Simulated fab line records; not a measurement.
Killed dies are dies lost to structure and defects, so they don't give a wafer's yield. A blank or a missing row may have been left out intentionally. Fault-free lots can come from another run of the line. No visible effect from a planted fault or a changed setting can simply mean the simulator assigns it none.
fab line records :: flow n5Finfet
[record]
  lots = 13
  wafers = 36
  lastDay = 18
route steps=1938 shown BEOL_M15@1827 MIM_BOT@1833 MIM_TOP@1834 PASSIVATION@1915
lots that met no fault: from a run of the same line without faults
startH: hours from the record's opening day to when the first of the lot's shown wafers began :: waitH: hours elapsed since this lot's preceding step :: " identical to the entry in the row above :: L1.1+2: a single row standing in for several wafers :: - no value, or no start given :: * or withheld: withheld :: < > ~ a bound
route shown NAME@n: NAME is a module with steps in the file, n the number in the route of the first one :: usual: mean/standard deviation taken from wafers without a fault :: same: alike in all rows :: chamber/n: place in a boat :: sites: readings site by site :: _std_site: the values' standard deviation :: _edge_site: outer sites' mean less inner sites' :: radiusMm: how far each site lies from the wafer's centre :: mask NAME#n: copy n :: behind: tool/chamber where the wafer was last shaped :: hold: why the lot went on hold/how many hours it stayed there/how the hold came to an end :: device: transistor that didn't switch, given as n, p or np :: end of line: the same wafers' tests at the end of the route :: a step given without rows: its recipe and nothing more :: killed: dies that structure and defects cost at the first sort, which is not the same as the wafer's yield :: map: per-die view of a wafer (x killed, . not killed, _ where there is no die)
set.NAME: the run value of the setting; set.NAME@STEP: its run value at that earlier step :: model.NAME: the simulator's own value behind a step, which no gauge read
one table for each step of the route and one row for each wafer, over a sample of lots
services: the hour from which a tool's chamber was out of use, counted from the record's first day as startH (under 0 if before that day), plus the number of hours and why
[[steps]]
[step N5_BEOL_M15_DEP_53]
[recipe]
  material = SiCN
  targetThkA = 500
  tempC = withheld
  precursor = 3MS/NH3
  pressureTorr = 3
  rfW = 675
  timeS = 17.8
[usual]
  showerheadPlenumPTorr = 4.161/0.022
  throttleValvePct = 18.0/0.95
lot.wafer: L608.2
tool: pecvd-03
chamber: 2
startH: 264.92
waitH: 0.0
showerheadPlenumPTorr: 4.146
throttleValvePct: 16.9

lot.wafer: L608.3
tool: pecvd-03
chamber: 0
startH: 264.92
waitH: 0.0
showerheadPlenumPTorr: 4.152
throttleValvePct: 17.9

lot.wafer: L608.5
tool: pecvd-03
chamber: 2
startH: 264.92
waitH: 0.0
showerheadPlenumPTorr: 4.160
throttleValvePct: 17.1

lot.wafer: L610.2
tool: pecvd-03
chamber: 0
startH: 293.41
waitH: 0.0
showerheadPlenumPTorr: 4.152
throttleValvePct: 18.1

lot.wafer: L610.5
tool: pecvd-03
chamber: 0
startH: 293.41
waitH: 0.0
showerheadPlenumPTorr: 4.152
throttleValvePct: 18.0

lot.wafer: L610.6
tool: pecvd-03
chamber: 1
startH: 293.41
waitH: 0.0
showerheadPlenumPTorr: 4.204
throttleValvePct: 17.9

lot.wafer: L611.2
tool: pecvd-04
chamber: 0
startH: 293.56
waitH: 0.0
showerheadPlenumPTorr: 4.154
throttleValvePct: 17.6

lot.wafer: L611.4
tool: pecvd-04
chamber: 1
startH: 293.56
waitH: 0.0
showerheadPlenumPTorr: 4.156
throttleValvePct: 17.7

lot.wafer: L611.6
tool: pecvd-04
chamber: 2
startH: 293.56
waitH: 0.0
showerheadPlenumPTorr: 4.130
throttleValvePct: 18.9

lot.wafer: L613.3
tool: pecvd-02
chamber: 0
startH: 303.58
waitH: 0.0
showerheadPlenumPTorr: 4.166
throttleValvePct: 20.0

lot.wafer: L613.5
tool: pecvd-02
chamber: 1
startH: 303.58
waitH: 0.0
showerheadPlenumPTorr: 4.161
throttleValvePct: 17.8

lot.wafer: L613.6
tool: pecvd-02
chamber: 2
startH: 303.58
waitH: 0.0
showerheadPlenumPTorr: 4.154
throttleValvePct: 18.4

lot.wafer: L615.1
tool: pecvd-04
chamber: 0
startH: 318.19
waitH: 0.0
showerheadPlenumPTorr: 4.153
throttleValvePct: 17.6

lot.wafer: L615.3
tool: pecvd-04
chamber: 2
startH: 318.19
waitH: 0.0
showerheadPlenumPTorr: 4.128
throttleValvePct: 19.4

lot.wafer: L615.4
tool: pecvd-04
chamber: 2
startH: 318.19
waitH: 0.0
showerheadPlenumPTorr: 4.138
throttleValvePct: 19.2

lot.wafer: L617.4
tool: pecvd-03
chamber: 0
startH: 326.31
waitH: 0.0
showerheadPlenumPTorr: 4.155
throttleValvePct: 18.0

lot.wafer: L617.6
tool: pecvd-03
chamber: 1
startH: 326.31
waitH: 0.0
showerheadPlenumPTorr: 4.201
throttleValvePct: 17.9

lot.wafer: L616.3
tool: pecvd-02
chamber: 2
startH: 330.71
waitH: 0.0
showerheadPlenumPTorr: 4.150
throttleValvePct: 18.5

lot.wafer: L616.4
tool: pecvd-02
chamber: 2
startH: 330.71
waitH: 0.0
showerheadPlenumPTorr: 4.155
throttleValvePct: 18.4

lot.wafer: L616.6
tool: pecvd-02
chamber: 1
startH: 330.71
waitH: 0.0
showerheadPlenumPTorr: 4.183
throttleValvePct: 17.9

lot.wafer: L619.1
tool: pecvd-03
chamber: 2
startH: 336.93
waitH: 0.0
showerheadPlenumPTorr: 4.150
throttleValvePct: 17.2

lot.wafer: L619.3
tool: pecvd-03
chamber: 0
startH: 336.93
waitH: 0.0
showerheadPlenumPTorr: 4.157
throttleValvePct: 18.1

lot.wafer: L622.1
tool: pecvd-04
chamber: 0
startH: 353.93
waitH: 0.0
showerheadPlenumPTorr: 4.148
throttleValvePct: 17.3

lot.wafer: L622.2
tool: pecvd-04
chamber: 2
startH: 353.93
waitH: 0.0
showerheadPlenumPTorr: 4.130
throttleValvePct: 19.7

lot.wafer: L622.3
tool: pecvd-04
chamber: 2
startH: 353.93
waitH: 0.0
showerheadPlenumPTorr: 4.134
throttleValvePct: 19.5

lot.wafer: L624.4
tool: pecvd-03
chamber: 0
startH: 358.45
waitH: 0.0
showerheadPlenumPTorr: 4.144
throttleValvePct: 18.4

lot.wafer: L624.5
tool: pecvd-03
chamber: 2
startH: 358.45
waitH: 0.0
showerheadPlenumPTorr: 4.161
throttleValvePct: 17.0

lot.wafer: L624.6
tool: pecvd-03
chamber: 1
startH: 358.45
waitH: 0.0
showerheadPlenumPTorr: 4.218
throttleValvePct: 17.8

lot.wafer: L627.2
tool: pecvd-04
chamber: 1
startH: 382.59
waitH: 0.0
showerheadPlenumPTorr: 4.145
throttleValvePct: 15.4

lot.wafer: L627.3
tool: pecvd-04
chamber: 2
startH: 382.59
waitH: 0.0
showerheadPlenumPTorr: 4.129
throttleValvePct: 19.4

lot.wafer: L627.6
tool: pecvd-04
chamber: 2
startH: 382.59
waitH: 0.0
showerheadPlenumPTorr: 4.139
throttleValvePct: 19.7

lot.wafer: L628.1
tool: pecvd-03
chamber: 1
startH: 394.71
waitH: 0.0
showerheadPlenumPTorr: 4.189
throttleValvePct: 17.8

lot.wafer: L628.4
tool: pecvd-03
chamber: 1
startH: 394.71
waitH: 0.0
showerheadPlenumPTorr: 4.203
throttleValvePct: 17.9

lot.wafer: L628.6
tool: pecvd-03
chamber: 0
startH: 394.71
waitH: 0.0
showerheadPlenumPTorr: 4.146
throttleValvePct: 18.1

lot.wafer: L629.1
tool: pecvd-03
chamber: 1
startH: 418.60
waitH: 0.0
showerheadPlenumPTorr: 4.204
throttleValvePct: 17.6

lot.wafer: L629.4
tool: pecvd-03
chamber: 1
startH: 418.60
waitH: 0.0
showerheadPlenumPTorr: 4.199
throttleValvePct: 17.2
[step N5_MIM_BOT_SPUTTER_00]
[recipe]
  material = TiN
  targetThkA = 350
  tempC = 200
  powerW = 3000
  chamberPressurePa = 0.49996
  gas = Ar
  reactivePartialPa = 0.37997
  timeS = 89.7
[usual]
  throttleValvePct = 30.2/0.98
lot.wafer: L608.2
tool: pvdSputter-02
chamber: -
startH: 267.29
waitH: 0.0
throttleValvePct: 32.1

lot.wafer: L608.3
tool: pvdSputter-02
chamber: -
startH: 267.29
waitH: 0.0
throttleValvePct: 30.5

lot.wafer: L608.5
tool: pvdSputter-02
chamber: -
startH: 267.29
waitH: 0.0
throttleValvePct: 29.9

lot.wafer: L610.2
tool: pvdSputter-01
chamber: -
startH: 295.51
waitH: 0.0
throttleValvePct: 31.7

lot.wafer: L610.5
tool: pvdSputter-01
chamber: -
startH: 295.51
waitH: 0.0
throttleValvePct: 30.8

lot.wafer: L610.6
tool: pvdSputter-01
chamber: -
startH: 295.51
waitH: 0.0
throttleValvePct: 31.5

lot.wafer: L611.2
tool: pvdSputter-01
chamber: -
startH: 295.67
waitH: 0.0
throttleValvePct: 30.9

lot.wafer: L611.4
tool: pvdSputter-01
chamber: -
startH: 295.67
waitH: 0.0
throttleValvePct: 29.6

lot.wafer: L611.6
tool: pvdSputter-01
chamber: -
startH: 295.67
waitH: 0.0
throttleValvePct: 29.9

lot.wafer: L613.3
tool: pvdSputter-03
chamber: -
startH: 305.06
waitH: 0.0
throttleValvePct: 31.1

lot.wafer: L613.5
tool: pvdSputter-03
chamber: -
startH: 305.06
waitH: 0.0
throttleValvePct: 29.3

lot.wafer: L613.6
tool: pvdSputter-03
chamber: -
startH: 305.06
waitH: 0.0
throttleValvePct: 29.6

lot.wafer: L615.1
tool: pvdSputter-01
chamber: -
startH: 320.26
waitH: 0.0
throttleValvePct: 31.1

lot.wafer: L615.3
tool: pvdSputter-01
chamber: -
startH: 320.26
waitH: 0.0
throttleValvePct: 31.6

lot.wafer: L615.4
tool: pvdSputter-01
chamber: -
startH: 320.26
waitH: 0.0
throttleValvePct: 28.5

lot.wafer: L617.4
tool: pvdSputter-02
chamber: -
startH: 329.01
waitH: 0.0
throttleValvePct: 30.2

lot.wafer: L617.6
tool: pvdSputter-02
chamber: -
startH: 329.01
waitH: 0.0
throttleValvePct: 30.3

lot.wafer: L616.3
tool: pvdSputter-03
chamber: -
startH: 332.47
waitH: 0.0
throttleValvePct: 29.8

lot.wafer: L616.4
tool: pvdSputter-03
chamber: -
startH: 332.47
waitH: 0.0
throttleValvePct: 29.2

lot.wafer: L616.6
tool: pvdSputter-03
chamber: -
startH: 332.47
waitH: 0.0
throttleValvePct: 29.3

lot.wafer: L619.1
tool: pvdSputter-01
chamber: -
startH: 338.49
waitH: 0.0
throttleValvePct: 29.8

lot.wafer: L619.3
tool: pvdSputter-01
chamber: -
startH: 338.49
waitH: 0.0
throttleValvePct: 28.3

lot.wafer: L622.1
tool: pvdSputter-02
chamber: -
startH: 356.03
waitH: 0.0
throttleValvePct: 29.9

lot.wafer: L622.2
tool: pvdSputter-02
chamber: -
startH: 356.03
waitH: 0.0
throttleValvePct: 30.2

lot.wafer: L622.3
tool: pvdSputter-02
chamber: -
startH: 356.03
waitH: 0.0
throttleValvePct: 31.9

lot.wafer: L624.4
tool: pvdSputter-02
chamber: -
startH: 361.49
waitH: 0.0
throttleValvePct: 30.0

lot.wafer: L624.5
tool: pvdSputter-02
chamber: -
startH: 361.49
waitH: 0.0
throttleValvePct: 31.9

lot.wafer: L624.6
tool: pvdSputter-02
chamber: -
startH: 361.49
waitH: 0.0
throttleValvePct: 30.0

lot.wafer: L627.2
tool: pvdSputter-03
chamber: -
startH: 384.51
waitH: 0.0
throttleValvePct: 29.3

lot.wafer: L627.3
tool: pvdSputter-03
chamber: -
startH: 384.51
waitH: 0.0
throttleValvePct: 30.6

lot.wafer: L627.6
tool: pvdSputter-03
chamber: -
startH: 384.51
waitH: 0.0
throttleValvePct: 31.1

lot.wafer: L628.1
tool: pvdSputter-02
chamber: -
startH: 397.26
waitH: 0.0
throttleValvePct: 29.9

lot.wafer: L628.4
tool: pvdSputter-02
chamber: -
startH: 397.26
waitH: 0.0
throttleValvePct: 32.0

lot.wafer: L628.6
tool: pvdSputter-02
chamber: -
startH: 397.26
waitH: 0.0
throttleValvePct: 30.4

lot.wafer: L629.1
tool: pvdSputter-03
chamber: -
startH: 420.19
waitH: 0.0
throttleValvePct: 31.2

lot.wafer: L629.4
tool: pvdSputter-03
chamber: -
startH: 420.19
waitH: 0.0
throttleValvePct: 30.6
[step N5_MIM_TOP_ALD_00]
[recipe]
  material = Al2O3
  targetThkA = *
  tempC = withheld
  aldPrecursorFamily = TMA
  aldCoReactant = O3
  pulseTimeS = withheld
  purgeTimeS = 3
  coReactantPurgeTimeS = withheld
  coReactantPulseTimeS = 3
  aldCycles = withheld
[usual]
  precursorPulseHeightRel = 1.002/0.018
lot.wafer: L608.2
tool: aldHk-01
chamber: 1
startH: 267.40
waitH: 0.1
precursorPulseHeightRel: 1.034

lot.wafer: L608.3
tool: aldHk-01
chamber: 2
startH: 267.40
waitH: 0.1
precursorPulseHeightRel: 1.018

lot.wafer: L608.5
tool: aldHk-01
chamber: 2
startH: 267.40
waitH: 0.1
precursorPulseHeightRel: 1.004

lot.wafer: L610.2
tool: aldHk-01
chamber: 2
startH: 295.61
waitH: 0.1
precursorPulseHeightRel: 1.021

lot.wafer: L610.5
tool: aldHk-01
chamber: 3
startH: 295.61
waitH: 0.1
precursorPulseHeightRel: 0.990

lot.wafer: L610.6
tool: aldHk-01
chamber: 2
startH: 295.61
waitH: 0.1
precursorPulseHeightRel: 1.015

lot.wafer: L611.2
tool: aldHk-03
chamber: 1
startH: 295.77
waitH: 0.1
precursorPulseHeightRel: 1.018

lot.wafer: L611.4
tool: aldHk-03
chamber: 3
startH: 295.77
waitH: 0.1
precursorPulseHeightRel: 1.003

lot.wafer: L611.6
tool: aldHk-03
chamber: 0
startH: 295.77
waitH: 0.1
precursorPulseHeightRel: 0.997

lot.wafer: L613.3
tool: aldHk-02
chamber: 2
startH: 305.16
waitH: 0.1
precursorPulseHeightRel: 0.986

lot.wafer: L613.5
tool: aldHk-02
chamber: 0
startH: 305.16
waitH: 0.1
precursorPulseHeightRel: 1.030

lot.wafer: L613.6
tool: aldHk-02
chamber: 3
startH: 305.16
waitH: 0.1
precursorPulseHeightRel: 1.014

lot.wafer: L615.1
tool: aldHk-03
chamber: 3
startH: 320.36
waitH: 0.1
precursorPulseHeightRel: 0.995

lot.wafer: L615.3
tool: aldHk-03
chamber: 2
startH: 320.36
waitH: 0.1
precursorPulseHeightRel: 1.042

lot.wafer: L615.4
tool: aldHk-03
chamber: 1
startH: 320.36
waitH: 0.1
precursorPulseHeightRel: 1.017

lot.wafer: L617.4
tool: aldHk-01
chamber: 1
startH: 329.11
waitH: 0.1
precursorPulseHeightRel: 0.996

lot.wafer: L617.6
tool: aldHk-01
chamber: 0
startH: 329.11
waitH: 0.1
precursorPulseHeightRel: 1.033

lot.wafer: L616.3
tool: aldHk-02
chamber: 3
startH: 332.57
waitH: 0.1
precursorPulseHeightRel: 0.970

lot.wafer: L616.4
tool: aldHk-02
chamber: 0
startH: 332.57
waitH: 0.1
precursorPulseHeightRel: 0.979

lot.wafer: L616.6
tool: aldHk-02
chamber: 0
startH: 332.57
waitH: 0.1
precursorPulseHeightRel: 0.991

lot.wafer: L619.1
tool: aldHk-02
chamber: 2
startH: 338.59
waitH: 0.1
precursorPulseHeightRel: 1.048

lot.wafer: L619.3
tool: aldHk-02
chamber: 0
startH: 338.59
waitH: 0.1
precursorPulseHeightRel: 0.984

lot.wafer: L622.1
tool: aldHk-02
chamber: 2
startH: 356.13
waitH: 0.1
precursorPulseHeightRel: 1.014

lot.wafer: L622.2
tool: aldHk-02
chamber: 0
startH: 356.13
waitH: 0.1
precursorPulseHeightRel: 1.008

lot.wafer: L622.3
tool: aldHk-02
chamber: 3
startH: 356.13
waitH: 0.1
precursorPulseHeightRel: 1.023

lot.wafer: L624.4
tool: aldHk-03
chamber: 2
startH: 361.59
waitH: 0.1
precursorPulseHeightRel: 1.010

lot.wafer: L624.5
tool: aldHk-03
chamber: 2
startH: 361.59
waitH: 0.1
precursorPulseHeightRel: 0.998

lot.wafer: L624.6
tool: aldHk-03
chamber: 1
startH: 361.59
waitH: 0.1
precursorPulseHeightRel: 1.005

lot.wafer: L627.2
tool: aldHk-01
chamber: 0
startH: 384.61
waitH: 0.1
precursorPulseHeightRel: 0.982

lot.wafer: L627.3
tool: aldHk-01
chamber: 1
startH: 384.61
waitH: 0.1
precursorPulseHeightRel: 1.009

lot.wafer: L627.6
tool: aldHk-01
chamber: 0
startH: 384.61
waitH: 0.1
precursorPulseHeightRel: 1.004

lot.wafer: L628.1
tool: aldHk-01
chamber: 0
startH: 397.36
waitH: 0.1
precursorPulseHeightRel: 0.958

lot.wafer: L628.4
tool: aldHk-01
chamber: 3
startH: 397.36
waitH: 0.1
precursorPulseHeightRel: 0.987

lot.wafer: L628.6
tool: aldHk-01
chamber: 3
startH: 397.36
waitH: 0.1
precursorPulseHeightRel: 1.003

lot.wafer: L629.1
tool: aldHk-01
chamber: 1
startH: 420.29
waitH: 0.1
precursorPulseHeightRel: 1.036

lot.wafer: L629.4
tool: aldHk-01
chamber: 2
startH: 420.29
waitH: 0.1
precursorPulseHeightRel: 1.007
[step N5_PASSIVATION_PECVD_53]
[recipe]
  material = SiO2
  targetThkA = 8000
  tempC = 400
  precursor = TEOS/O2
  pressureTorr = 6.5
  rfW = withheld
  teosFlowSccm = withheld
  gas = O2
  flowSccm = 2650
  timeS = 169.4
[usual]
  runLengthS = 196.8/0.47
lot.wafer: L608.2
tool: pecvd-03
chamber: 2
startH: 275.59
waitH: 0.0
runLengthS: 196.9

lot.wafer: L608.3
tool: pecvd-03
chamber: 0
startH: 275.59
waitH: 0.0
runLengthS: 196.5

lot.wafer: L608.5
tool: pecvd-03
chamber: 0
startH: 275.59
waitH: 0.0
runLengthS: 196.8

lot.wafer: L610.2
tool: pecvd-03
chamber: 2
startH: 303.52
waitH: 0.0
runLengthS: 197.3

lot.wafer: L610.5
tool: pecvd-03
chamber: 1
startH: 303.52
waitH: 0.0
runLengthS: 196.4

lot.wafer: L610.6
tool: pecvd-03
chamber: 0
startH: 303.52
waitH: 0.0
runLengthS: 197.2

lot.wafer: L611.2
tool: pecvd-02
chamber: 0
startH: 303.73
waitH: 0.0
runLengthS: 197.3

lot.wafer: L611.4
tool: pecvd-02
chamber: 1
startH: 303.73
waitH: 0.0
runLengthS: 196.2

lot.wafer: L611.6
tool: pecvd-02
chamber: 0
startH: 303.73
waitH: 0.0
runLengthS: 196.7

lot.wafer: L613.3
tool: pecvd-03
chamber: 2
startH: 315.43
waitH: 0.0
runLengthS: 197.3

lot.wafer: L613.5
tool: pecvd-03
chamber: 2
startH: 315.43
waitH: 0.0
runLengthS: 197.5

lot.wafer: L613.6
tool: pecvd-03
chamber: 1
startH: 315.43
waitH: 0.0
runLengthS: 196.3

lot.wafer: L615.1
tool: pecvd-02
chamber: 2
startH: 327.47
waitH: 0.0
runLengthS: 197.0

lot.wafer: L615.3
tool: pecvd-02
chamber: 1
startH: 327.47
waitH: 0.0
runLengthS: 196.6

lot.wafer: L615.4
tool: pecvd-02
chamber: 1
startH: 327.47
waitH: 0.0
runLengthS: 196.0

lot.wafer: L617.4
tool: pecvd-04
chamber: 2
startH: 336.78
waitH: 0.1
runLengthS: 196.5

lot.wafer: L617.6
tool: pecvd-04
chamber: 0
startH: 336.78
waitH: 0.1
runLengthS: 196.3

lot.wafer: L616.3
tool: pecvd-03
chamber: 2
startH: 340.82
waitH: 0.0
runLengthS: 197.3

lot.wafer: L616.4
tool: pecvd-03
chamber: 0
startH: 340.82
waitH: 0.0
runLengthS: 197.2

lot.wafer: L616.6
tool: pecvd-03
chamber: 1
startH: 340.82
waitH: 0.0
runLengthS: 196.2

lot.wafer: L619.1
tool: pecvd-04
chamber: 2
startH: 346.58
waitH: 0.0
runLengthS: 196.6

lot.wafer: L619.3
tool: pecvd-04
chamber: 2
startH: 346.58
waitH: 0.0
runLengthS: 196.6

lot.wafer: L622.1
tool: pecvd-02
chamber: 2
startH: 364.58
waitH: 0.0
runLengthS: 152.2

lot.wafer: L622.2
tool: pecvd-02
chamber: 0
startH: 364.58
waitH: 0.0
runLengthS: 197.2

lot.wafer: L622.3
tool: pecvd-02
chamber: 1
startH: 364.58
waitH: 0.0
runLengthS: 151.1

lot.wafer: L624.4
tool: pecvd-02
chamber: 2
startH: 371.42
waitH: 0.1
runLengthS: 197.6

lot.wafer: L624.5
tool: pecvd-02
chamber: 1
startH: 371.42
waitH: 0.1
runLengthS: 196.3

lot.wafer: L624.6
tool: pecvd-02
chamber: 0
startH: 371.42
waitH: 0.1
runLengthS: 152.1

lot.wafer: L627.2
tool: pecvd-04
chamber: 2
startH: 391.55
waitH: 0.0
runLengthS: 196.7

lot.wafer: L627.3
tool: pecvd-04
chamber: 1
startH: 391.55
waitH: 0.0
runLengthS: 197.2

lot.wafer: L627.6
tool: pecvd-04
chamber: 2
startH: 391.55
waitH: 0.0
runLengthS: 196.5

lot.wafer: L628.1
tool: pecvd-04
chamber: 0
startH: 409.24
waitH: 0.0
runLengthS: 196.6

lot.wafer: L628.4
tool: pecvd-04
chamber: 2
startH: 409.24
waitH: 0.0
runLengthS: 196.6

lot.wafer: L628.6
tool: pecvd-04
chamber: 1
startH: 409.24
waitH: 0.0
runLengthS: 197.8

lot.wafer: L629.1
tool: pecvd-03
chamber: 0
startH: 430.36
waitH: 0.0
runLengthS: 196.7

lot.wafer: L629.4
tool: pecvd-03
chamber: 0
startH: 430.36
waitH: 0.0
runLengthS: 196.8
[step N5_PASSIVATION_PROBE_49]
[usual]
  defectLimitedYield = 91.7/1.7
  killed_at_M0_to_M3 = 34/10
  killed_at_M4_up = 13/5.1
  killedAtContacts = 12/6.2
  killedAtFrontEnd = 36/12
  killedAtOther = 3.2/2.6
  killedDies = 98/20
  killedOpen = 65/13
  killedShort = 32/8.4
  sort_bin_5_function = 4.8/1.1
  sort_bin_6_memory = 3.2/0.74
  sort_bin_8_speed = 0.00/0.012
  sortNPass = 1082/20
  sortYieldPct = 91.7/1.7
[same]
  grossDies = 1180
  killedAtBackSide = 0
  sort_bin_4_leakage[%] = 0
lot.wafer: L624.4
tool: prober-02
chamber: -
startH: 376.64
waitH: 0.2
defectLimitedYield[%]: 88.6
killed_at_M0_to_M3: 50
killed_at_M4_up: 10
killedAtContacts: 20
killedAtFrontEnd: 50
killedAtOther: 4
killedDies: 134
killedOpen: 92
killedShort: 36
sort_bin_5_function[%]: 6.9
sort_bin_6_memory[%]: 3.7
sort_bin_8_speed[%]: 0
sortNPass: 1046
sortYieldPct[%]: 88.6

lot.wafer: L624.5
tool: prober-02
chamber: -
startH: 376.69
waitH: 0.2
defectLimitedYield[%]: 88.6
killed_at_M0_to_M3: 47
killed_at_M4_up: 9
killedAtContacts: 17
killedAtFrontEnd: 58
killedAtOther: 4
killedDies: 135
killedOpen: 89
killedShort: 46
sort_bin_5_function[%]: 6.9
sort_bin_6_memory[%]: 4.3
sort_bin_8_speed[%]: 0
sortNPass: 1045
sortYieldPct[%]: 88.6

lot.wafer: L624.6
tool: prober-02
chamber: -
startH: 376.74
waitH: 0.3
defectLimitedYield[%]: 88.9
killed_at_M0_to_M3: 65
killed_at_M4_up: 9
killedAtContacts: 6
killedAtFrontEnd: 45
killedAtOther: 6
killedDies: 131
killedOpen: 89
killedShort: 40
sort_bin_5_function[%]: 7.3
sort_bin_6_memory[%]: 3.5
sort_bin_8_speed[%]: 0
sortNPass: 1049
sortYieldPct[%]: 88.9
// killed by level:class
L624.4 MOL_CONTACT_COAG:geometricParticle:open=19 FIN_SAQP:geometricParticle:open=16 BEOL_M1:geometricParticle:open=11 BEOL_M2:geometricParticle:open=11 FIN_SAQP:geometricParticle:short=9 BEOL_M0_SAQP:geometricParticle:short=8 BEOL_M0_SAQP:geometricParticle:open=8 BEOL_M1:geometricParticle:short=7
L624.5 FIN_SAQP:geometricParticle:open=17 BEOL_M0_SAQP:geometricParticle:open=15 FIN_SAQP:geometricParticle:short=11 MOL_CONTACT_COAG:geometricParticle:open=11 STI_FIN_REVEAL:geometricParticle:open=8 BEOL_M0_SAQP:geometricParticle:short=7 BEOL_M3:geometricParticle:open=7 MOL_CONTACT_COAG:geometricParticle:short=6
L624.6 BEOL_M2:geometricParticle:open=15 BEOL_M0_SAQP:geometricParticle:short=12 BEOL_M3:geometricParticle:open=11 BEOL_M1:geometricParticle:open=10 GATE_CUT:geometricParticle:short=9 BEOL_M0_SAQP:geometricParticle:open=9 FIN_SAQP:geometricParticle:open=7 STI_FIN_REVEAL:geometricParticle:open=7
[[services]]
tool: pecvd-04
chamber: -
startH: 252.22
hours: 14.6
kind: pm

tool: pecvd-03
chamber: 0
startH: 258.06
hours: 5.5
kind: scheduledDown

tool: pvdSputter-01
chamber: -
startH: 260.51
hours: 3.0
kind: repair

tool: aldHk-02
chamber: -
startH: 260.63
hours: 0.9
kind: repair

tool: pecvd-02
chamber: 2
startH: 317.65
hours: 2.1
kind: scheduledDown

tool: aldHk-03
chamber: -
startH: 332.44
hours: 1.2
kind: pm

tool: aldHk-02
chamber: -
startH: 339.83
hours: 2.3
kind: repair

tool: pecvd-04
chamber: 1
startH: 341.19
hours: 4.1
kind: repair

tool: aldHk-01
chamber: -
startH: 362.08
hours: 6.0
kind: pm

tool: aldHk-03
chamber: -
startH: 371.88
hours: 0.7
kind: repair

tool: pecvd-04
chamber: 2
startH: 374.78
hours: 2.1
kind: scheduledDown

tool: pecvd-04
chamber: 0
startH: 381.91
hours: 5.5
kind: scheduledDown

tool: pecvd-02
chamber: 1
startH: 382.24
hours: 5.5
kind: scheduledDown

tool: pvdSputter-03
chamber: -
startH: 393.46
hours: 7.6
kind: repair

tool: pvdSputter-01
chamber: -
startH: 395.24
hours: 4.6
kind: repair

tool: pecvd-02
chamber: 0
startH: 402.17
hours: 16.5
kind: scheduledDown
[[key]]
[firstSign]
  step = N5_PASSIVATION_PECVD_53
  reading = runLengthS
  direction = down
  sigmas = 95
  usual = *
  struck = *
effect none on later readings
metAt N5_PASSIVATION_PECVD_53
struckLots L622,L624
struckWafers L622.1,L622.3,L624.6
notActingAt N5_BEOL_M15_DEP_53,N5_MIM_BOT_SPUTTER_00,N5_MIM_TOP_ALD_00
onsetBetween 327.47 364.58
[fault]
  kind = processParameterDrift
  tool = pecvd-02
  chamber = -
  onsetH = 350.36
  steps = N5_PASSIVATION_PECVD_53
  channel = timeS
  offset = *
  shape = step
  endH = 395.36
  scope = struckWafersOnly
  actsIn = *
  stated = *
